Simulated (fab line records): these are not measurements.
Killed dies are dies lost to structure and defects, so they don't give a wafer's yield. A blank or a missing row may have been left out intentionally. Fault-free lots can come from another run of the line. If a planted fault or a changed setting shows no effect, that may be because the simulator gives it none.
Chamber matching | flow n5Finfet | aldSin-04 running N5_FIN_SAQP_ALD_61: 4 sister chambers
The step deposits SiO2, target thk 4 nm, pulse time 1 s, purge time 2 s. 8 wafers are shown with their chamber, then 7 later ones without.

WAFERS, EACH WITH ITS CHAMBER
wafer  | chamber | heaterPowerW (W) | precursorPulseHeightRel
L432.5 | 0       | 400              | 1.004
L434.6 | 0       | 401              | 1.022
L435.2 | 3       | 604              | 1.025
L435.4 | 1       | 448              | 0.970
L440.1 | 3       | 598              | 1.055
L440.2 | 1       | 452              | 0.972
L441.2 | 2       | 540              | 1.004
L441.5 | 2       | 542              | 1.024

WAFERS WITHOUT THEIR CHAMBER
wafer  | heaterPowerW (W) | precursorPulseHeightRel
L441.6 | 606              | 1.015
L450.4 | 430              | 0.970
L450.5 | 527              | 1.005
L450.6 | 596              | 0.988
L453.1 | 614              | 0.997
L453.2 | 530              | 1.000
L453.6 | 409              | 0.985

WHICH CHAMBER EACH WENT THROUGH
wafer  | from the rows above | in truth
L441.6 | 3                   | 3
L450.4 | 1                   | 1
L450.5 | 2                   | 2
L450.6 | 3                   | 3
L453.1 | 3                   | 3
L453.2 | 2                   | 2
L453.6 | 0                   | 0
Correct placement for 7 of the 7. Number that these rows cannot place: 0. Number placed wrongly: 0.
How it was worked out, from the rows above alone: a wafer's distance from a chamber is the root of the sum, over the readings, of the square of ((its reading less the chamber's mean) divided by the reading's scatter). If the next closest chamber is less than 2 further off than the closest, the wafer can't be placed; otherwise it belongs to the closest. Each chamber's mean is taken over the wafers shown for it. The scatter is the square root of a quotient: the sum, over the shown wafers, of each reading's squared deviation from its chamber's mean, divided by wafers minus chambers.
